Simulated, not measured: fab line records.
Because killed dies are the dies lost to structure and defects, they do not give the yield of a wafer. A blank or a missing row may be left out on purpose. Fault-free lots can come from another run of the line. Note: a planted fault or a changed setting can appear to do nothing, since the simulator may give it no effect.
Split-lot study	flow n5-finfet	on a route of 1938 steps: 7 lots, 39 wafers read

THE SPLIT ITSELF
At N5_PASSIVATION_ETCH_54 (etches SiO2 in CHF3/O2, target depth 880 nm, time 440 s), the setting time-s was moved away from the recipe's 440 s on 12 of the 39 wafers read, by +21.0% to +59.4%. For the rest of the wafers, this setting stayed at what the recipe calls for.

The split's own step is where the reading is taken.

THE READING
PASSIVATION.feature-depth-nm (the simulator's own value, which no gauge read), in nm, at N5_PASSIVATION_ETCH_54 (etches SiO2 in CHF3/O2, target depth 880 nm, time 440 s). The file does not state a usual value for it. Across the 27 wafers here that went through the recipe, the average is 869.5 nm and the standard deviation 21 nm.

wafer	tool, chamber at the split	time-s as run, s	against the recipe	PASSIVATION.feature-depth-nm, nm	against lot-mates on the recipe
L074.1	rie-diel-05, 3	532.5	+21.0%	1067	+215.1
L074.2	rie-diel-05, 1	440	recipe	840	-
L074.3	rie-diel-05, 2	440	recipe	861.2	-
L074.4	rie-diel-05, 0	532.5	+21.0%	1056	+204.1
L074.5	rie-diel-05, 2	440	recipe	854.6	-
L074.6	rie-diel-05, 1	532.5	+21.0%	1015	+163.1
L079.1	rie-diel-05, 0	440	recipe	888.2	-
L079.2	rie-diel-05, 1	440	recipe	845	-
L079.5	rie-diel-05, 1	440	recipe	849.4	-
L077.1	rie-diel-06, 0	440	recipe	853.6	-
L077.2	rie-diel-06, 1	440	recipe	884.4	-
L077.3	rie-diel-06, 2	440	recipe	904.8	-
L077.4	rie-diel-06, 3	440	recipe	869	-
L077.5	rie-diel-06, 1	440	recipe	893.6	-
L077.6	rie-diel-06, 0	440	recipe	854.6	-
L083.1	rie-diel-05, 2	440	recipe	854.6	-
L083.2	rie-diel-05, 0	535.9	+21.8%	1069	+216.3
L083.6	rie-diel-05, 0	535.9	+21.8%	1069	+216.3
L083.3	rie-diel-05, 1	535.9	+21.8%	1030	+177.3
L083.4	rie-diel-05, 1	440	recipe	842.8	-
L083.5	rie-diel-05, 2	440	recipe	860.6	-
L091.1	rie-diel-02, 1	440	recipe	845.8	-
L091.2	rie-diel-02, 3	701.2	+59.4%	1371	+498.5
L091.3	rie-diel-02, 2	440	recipe	907.6	-
L091.4	rie-diel-02, 0	701.2	+59.4%	1360	+487.5
L091.5	rie-diel-02, 3	440	recipe	864	-
L091.6	rie-diel-02, 0	701.2	+59.4%	1357	+484.5
L089.1	rie-diel-06, 3	440	recipe	866.8	-
L089.2	rie-diel-06, 2	440	recipe	900.2	-
L089.3	rie-diel-06, 1	440	recipe	889.4	-
L089.4	rie-diel-06, 1	440	recipe	890.8	-
L089.5	rie-diel-06, 3	440	recipe	858.4	-
L089.6	rie-diel-06, 2	440	recipe	901	-
L096.1	rie-diel-05, 0	440	recipe	870	-
L096.2	rie-diel-05, 2	440	recipe	850	-
L096.3	rie-diel-05, 3	671.4	+52.6%	1336	+470.4
L096.4	rie-diel-05, 0	671.4	+52.6%	1323	+457.4
L096.5	rie-diel-05, 2	671.4	+52.6%	1298	+432.4
L096.6	rie-diel-05, 3	440	recipe	876.8	-

THE FIT
A straight line over all 39 wafers: PASSIVATION.feature-depth-nm changes by +8.42 nm for each +1% of time-s; r = +0.99; the points scatter about the line by 20 nm.
The same after taking each lot's own level away (the mean of its wafers on the recipe; 39 wafers): +8.48 nm for each +1%; r = +0.99; scatter 19 nm.
That fit puts the effect of the largest move of time-s on the reading at 5e+02 nm.
Across the lots, their own levels run from 851.93 to 884.43 nm, a range of 1.6 times the standard deviation given above.
Hence the lot-to-lot level has little effect on the slope; both slopes agree.
Check: with one of the wafers moved furthest among these (+59.4%) left out of the fit, the line predicts +507 nm for it against its lot-mates. It came out at +499 nm against them.

ADDITIONAL SPLITS CARRIED BY THESE WAFERS
Note: prior to the reading, these wafers also went through further splits. Each is held against what the fit with the lots' levels taken away leaves over:
other split on the same wafers	wafers away from the commonest value	r with PASSIVATION.feature-depth-nm (lot level and that fit taken away)
N5_BEOL_M8_DEVELOP_10 develop-time-s	18	+0.23
N5_MIM_BOT_ETCH_ETCH_04 time-s	18	+0.11

THE WHOLE CHAIN: every reading that the file lists as answering this split, in the file's order
step	what it does	reading	change (the file's fit)	r (the file's)
N5_PASSIVATION_ETCH_54	etches SiO2 in CHF3/O2, target depth 880 nm, time 440 s	etch.depth-nm (the simulator's own value, which no gauge read)	+8.53 nm for each +1% of the setting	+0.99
N5_PASSIVATION_ETCH_54	etches SiO2 in CHF3/O2, target depth 880 nm, time 440 s	PASSIVATION.feature-depth-nm (the simulator's own value, which no gauge read)	+8.53 nm for each +1% of the setting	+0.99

THE FILE'S OWN FIT
PASSIVATION.feature-depth-nm changes by +8.53 nm for each +1% of time-s, r = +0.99.
